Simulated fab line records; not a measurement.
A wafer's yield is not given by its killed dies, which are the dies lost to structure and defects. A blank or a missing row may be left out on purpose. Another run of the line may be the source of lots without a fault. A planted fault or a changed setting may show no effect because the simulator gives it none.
Check for tools in common || flow nand_harc || Sampled: 12 lots, 36 wafers

## WHY IT WAS OPENED
At NHARC_P_CONTACT_CD_MEAS_12 the reading cd_nm is flagged on 3 of 12 lots. Fault-free wafers read 90.3 nm, with a standard deviation of 0.55.
Rule: a lot is flagged in two cases, either no wafer of it has a number, or all its wafers with numbers fall more than 4 standard deviations from that mean. The rest of the lots are taken to be sound.

{"lot": "L762", "measured": "day 6 20:57", "on": "cd_sem-03", "cd_nm (nm), wafer by wafer": "90.1 89.4 90.2", "flag": ""}
{"lot": "L763", "measured": "day 7 00:54", "on": "cd_sem-03", "cd_nm (nm), wafer by wafer": "90.5 89.7 89.9", "flag": ""}
{"lot": "L764", "measured": "day 7 16:20", "on": "cd_sem-03", "cd_nm (nm), wafer by wafer": "90.8 90.8 91.3", "flag": ""}
{"lot": "L768", "measured": "day 9 02:26", "on": "cd_sem-03", "cd_nm (nm), wafer by wafer": "70.3 70.2 69.4", "flag": "FLAGGED"}
{"lot": "L771", "measured": "day 10 12:02", "on": "cd_sem-03", "cd_nm (nm), wafer by wafer": "74.0 74.5 73.5", "flag": "FLAGGED"}
{"lot": "L772", "measured": "day 11 07:37", "on": "cd_sem-02", "cd_nm (nm), wafer by wafer": "90.2 90.3 89.5", "flag": ""}
{"lot": "L773", "measured": "day 11 11:14", "on": "cd_sem-01", "cd_nm (nm), wafer by wafer": "76.8 77.5 77.6", "flag": "FLAGGED"}
{"lot": "L774", "measured": "day 11 21:31", "on": "cd_sem-01", "cd_nm (nm), wafer by wafer": "90.7 90.6 90.5", "flag": ""}
{"lot": "L776", "measured": "day 12 19:28", "on": "cd_sem-03", "cd_nm (nm), wafer by wafer": "89.6 90.5 90.0", "flag": ""}
{"lot": "L778", "measured": "day 13 07:47", "on": "cd_sem-02", "cd_nm (nm), wafer by wafer": "89.2 89.6 90.2", "flag": ""}
{"lot": "L781", "measured": "day 14 13:13", "on": "cd_sem-03", "cd_nm (nm), wafer by wafer": "91.1 90.3 90.2", "flag": ""}
{"lot": "L782", "measured": "day 15 20:05", "on": "cd_sem-02", "cd_nm (nm), wafer by wafer": "89.9 89.6 90.5", "flag": ""}
On average the flagged lots' numbers are 73.8 nm, which is -16.5 nm against the usual, or -30 standard deviations.

## WHICH TOOL EACH LOT WENT THROUGH
Before the reading, the record contains 4 process steps out of a 1302-step route. In each cell: the tool, then ch and the chambers that the sampled wafers went through, then the start.
{"lot": "L762", "flag": "", "NHARC_P_GATE_DESCUM_93": "rie_diel-10 ch 2,3, day 6 16:33", "NHARC_P_GATE_DEGAS_109": "pvd_sputter-02, day 6 18:31", "NHARC_P_CONTACT_CMP_01": "cmp-01 ch 0,2, day 6 20:16", "NHARC_P_CONTACT_EXPOSE_09": "arfi_scanner-01 ch 0, day 6 20:49"}
{"lot": "L763", "flag": "", "NHARC_P_GATE_DESCUM_93": "rie_diel-03 ch 0,2,3, day 6 20:22", "NHARC_P_GATE_DEGAS_109": "pvd_sputter-03, day 6 22:19", "NHARC_P_CONTACT_CMP_01": "cmp-04 ch 0,3, day 7 00:02", "NHARC_P_CONTACT_EXPOSE_09": "arfi_scanner-03 ch 0, day 7 00:46"}
{"lot": "L764", "flag": "", "NHARC_P_GATE_DESCUM_93": "rie_diel-03 ch 1,2,3, day 7 11:56", "NHARC_P_GATE_DEGAS_109": "pvd_sputter-03, day 7 13:53", "NHARC_P_CONTACT_CMP_01": "cmp-03 ch 1,2, day 7 15:37", "NHARC_P_CONTACT_EXPOSE_09": "arfi_scanner-03 ch 0, day 7 16:12"}
{"lot": "L768", "flag": "FLAGGED", "NHARC_P_GATE_DESCUM_93": "rie_diel-01 ch 0,1,2, day 8 21:36", "NHARC_P_GATE_DEGAS_109": "pvd_sputter-03, day 8 23:53", "NHARC_P_CONTACT_CMP_01": "cmp-01 ch 0,1,2, day 9 01:37", "NHARC_P_CONTACT_EXPOSE_09": "arfi_scanner-03 ch 0, day 9 02:19"}
{"lot": "L771", "flag": "FLAGGED", "NHARC_P_GATE_DESCUM_93": "rie_diel-10 ch 0,1,2, day 10 03:02", "NHARC_P_GATE_DEGAS_109": "pvd_sputter-01, day 10 09:28", "NHARC_P_CONTACT_CMP_01": "cmp-03 ch 0,3, day 10 11:11", "NHARC_P_CONTACT_EXPOSE_09": "arfi_scanner-03 ch 0, day 10 11:53"}
{"lot": "L772", "flag": "", "NHARC_P_GATE_DESCUM_93": "rie_diel-01 ch 2,3, day 11 03:05", "NHARC_P_GATE_DEGAS_109": "pvd_sputter-01, day 11 05:02", "NHARC_P_CONTACT_CMP_01": "cmp-04 ch 0,3, day 11 06:47", "NHARC_P_CONTACT_EXPOSE_09": "arfi_scanner-01 ch 0, day 11 07:28"}
{"lot": "L773", "flag": "FLAGGED", "NHARC_P_GATE_DESCUM_93": "rie_diel-01 ch 1,2, day 11 06:43", "NHARC_P_GATE_DEGAS_109": "pvd_sputter-03, day 11 08:40", "NHARC_P_CONTACT_CMP_01": "cmp-04 ch 0,1,2, day 11 10:27", "NHARC_P_CONTACT_EXPOSE_09": "arfi_scanner-03 ch 0, day 11 11:06"}
{"lot": "L774", "flag": "", "NHARC_P_GATE_DESCUM_93": "rie_diel-10 ch 1,2,3, day 11 16:55", "NHARC_P_GATE_DEGAS_109": "pvd_sputter-01, day 11 18:58", "NHARC_P_CONTACT_CMP_01": "cmp-01 ch 0,1,3, day 11 20:44", "NHARC_P_CONTACT_EXPOSE_09": "arfi_scanner-01 ch 0, day 11 21:23"}
{"lot": "L776", "flag": "", "NHARC_P_GATE_DESCUM_93": "rie_diel-03 ch 0,1,3, day 12 15:02", "NHARC_P_GATE_DEGAS_109": "pvd_sputter-02, day 12 17:01", "NHARC_P_CONTACT_CMP_01": "cmp-04 ch 0,3, day 12 18:45", "NHARC_P_CONTACT_EXPOSE_09": "arfi_scanner-02 ch 0, day 12 19:19"}
{"lot": "L778", "flag": "", "NHARC_P_GATE_DESCUM_93": "rie_diel-10 ch 1,2, day 13 03:22", "NHARC_P_GATE_DEGAS_109": "pvd_sputter-03, day 13 05:19", "NHARC_P_CONTACT_CMP_01": "cmp-04 ch 1,2,3, day 13 07:07", "NHARC_P_CONTACT_EXPOSE_09": "arfi_scanner-02 ch 0, day 13 07:38"}
{"lot": "L781", "flag": "", "NHARC_P_GATE_DESCUM_93": "rie_diel-01 ch 0,1, day 14 08:40", "NHARC_P_GATE_DEGAS_109": "pvd_sputter-02, day 14 10:40", "NHARC_P_CONTACT_CMP_01": "cmp-03 ch 0,3, day 14 12:24", "NHARC_P_CONTACT_EXPOSE_09": "arfi_scanner-01 ch 0, day 14 13:05"}
{"lot": "L782", "flag": "", "NHARC_P_GATE_DESCUM_93": "rie_diel-03 ch 2,3, day 15 15:26", "NHARC_P_GATE_DEGAS_109": "pvd_sputter-01, day 15 17:30", "NHARC_P_CONTACT_CMP_01": "cmp-03 ch 0,3, day 15 19:14", "NHARC_P_CONTACT_EXPOSE_09": "arfi_scanner-02 ch 0, day 15 19:57"}
What is done by these steps:
- NHARC_P_GATE_DESCUM_93: chemistry O2, time 3 s.
- NHARC_P_GATE_DEGAS_109: time 60 s.
- NHARC_P_CONTACT_CMP_01: polishes SiO2, target thk 200 nm.
- NHARC_P_CONTACT_EXPOSE_09: exposes mask P CA, target cd 90 nm.
- NHARC_P_CONTACT_CD_MEAS_12: target cd 90 nm.

## FLAGGED AGAINST TOTAL, ONE TOOL AT A TIME (gauges that did the reading follow at the end)
{"step": "NHARC_P_GATE_DESCUM_93", "tool": "rie_diel-01", "lots run": 4, "flagged": 2, "share of the flagged lots": "some", "sound lots run after its first flagged lot": "2 (L772,L781)"}
{"step": "NHARC_P_GATE_DESCUM_93", "tool": "rie_diel-03", "lots run": 4, "flagged": 0, "share of the flagged lots": "none", "sound lots run after its first flagged lot": "-"}
{"step": "NHARC_P_GATE_DESCUM_93", "tool": "rie_diel-10", "lots run": 4, "flagged": 1, "share of the flagged lots": "some", "sound lots run after its first flagged lot": "2 (L774,L778)"}
{"step": "NHARC_P_GATE_DEGAS_109", "tool": "pvd_sputter-01", "lots run": 4, "flagged": 1, "share of the flagged lots": "some", "sound lots run after its first flagged lot": "3 (L772,L774,L782)"}
{"step": "NHARC_P_GATE_DEGAS_109", "tool": "pvd_sputter-02", "lots run": 3, "flagged": 0, "share of the flagged lots": "none", "sound lots run after its first flagged lot": "-"}
{"step": "NHARC_P_GATE_DEGAS_109", "tool": "pvd_sputter-03", "lots run": 5, "flagged": 2, "share of the flagged lots": "some", "sound lots run after its first flagged lot": "1 (L778)"}
{"step": "NHARC_P_CONTACT_CMP_01", "tool": "cmp-01", "lots run": 3, "flagged": 1, "share of the flagged lots": "some", "sound lots run after its first flagged lot": "1 (L774)"}
{"step": "NHARC_P_CONTACT_CMP_01", "tool": "cmp-03", "lots run": 4, "flagged": 1, "share of the flagged lots": "some", "sound lots run after its first flagged lot": "2 (L781,L782)"}
{"step": "NHARC_P_CONTACT_CMP_01", "tool": "cmp-04", "lots run": 5, "flagged": 1, "share of the flagged lots": "some", "sound lots run after its first flagged lot": "2 (L776,L778)"}
{"step": "NHARC_P_CONTACT_EXPOSE_09", "tool": "arfi_scanner-01", "lots run": 4, "flagged": 0, "share of the flagged lots": "none", "sound lots run after its first flagged lot": "-"}
{"step": "NHARC_P_CONTACT_EXPOSE_09", "tool": "arfi_scanner-02", "lots run": 3, "flagged": 0, "share of the flagged lots": "none", "sound lots run after its first flagged lot": "-"}
{"step": "NHARC_P_CONTACT_EXPOSE_09", "tool": "arfi_scanner-03", "lots run": 5, "flagged": 3, "share of the flagged lots": "all", "sound lots run after its first flagged lot": 0}
{"step": "NHARC_P_CONTACT_CD_MEAS_12", "tool": "cd_sem-01", "lots run": 2, "flagged": 1, "share of the flagged lots": "some", "sound lots run after its first flagged lot": "1 (L774)"}
{"step": "NHARC_P_CONTACT_CD_MEAS_12", "tool": "cd_sem-02", "lots run": 3, "flagged": 0, "share of the flagged lots": "none", "sound lots run after its first flagged lot": "-"}
{"step": "NHARC_P_CONTACT_CD_MEAS_12", "tool": "cd_sem-03", "lots run": 7, "flagged": 2, "share of the flagged lots": "some", "sound lots run after its first flagged lot": "2 (L776,L781)"}

## WHAT THE TABLE PERMITS
All flagged lots share 1 row of the table, namely arfi_scanner-03 at NHARC_P_CONTACT_EXPOSE_09.
- arfi_scanner-03 at NHARC_P_CONTACT_EXPOSE_09 ran 5 lots, 3 of them flagged. Its last sound lot is L764 (day 7 16:12), its first flagged lot L768 (day 9 02:19): a fault that began between those two fits. Its own readings lie more than 4 standard deviations out on every wafer of the flagged lots: exposure_dose_mJ_cm2.
Left over: one tool, arfi_scanner-03 at NHARC_P_CONTACT_EXPOSE_09.

## WHAT HAD BEEN PUT IN BY THE SIMULATOR
Process parameters drifting: arfi_scanner-03 at NHARC_P_CONTACT_EXPOSE_09, beginning at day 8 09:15. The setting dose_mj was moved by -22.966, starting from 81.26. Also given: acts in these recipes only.
Shown lots that were struck: L768, L771, L773. The rule above found the same.
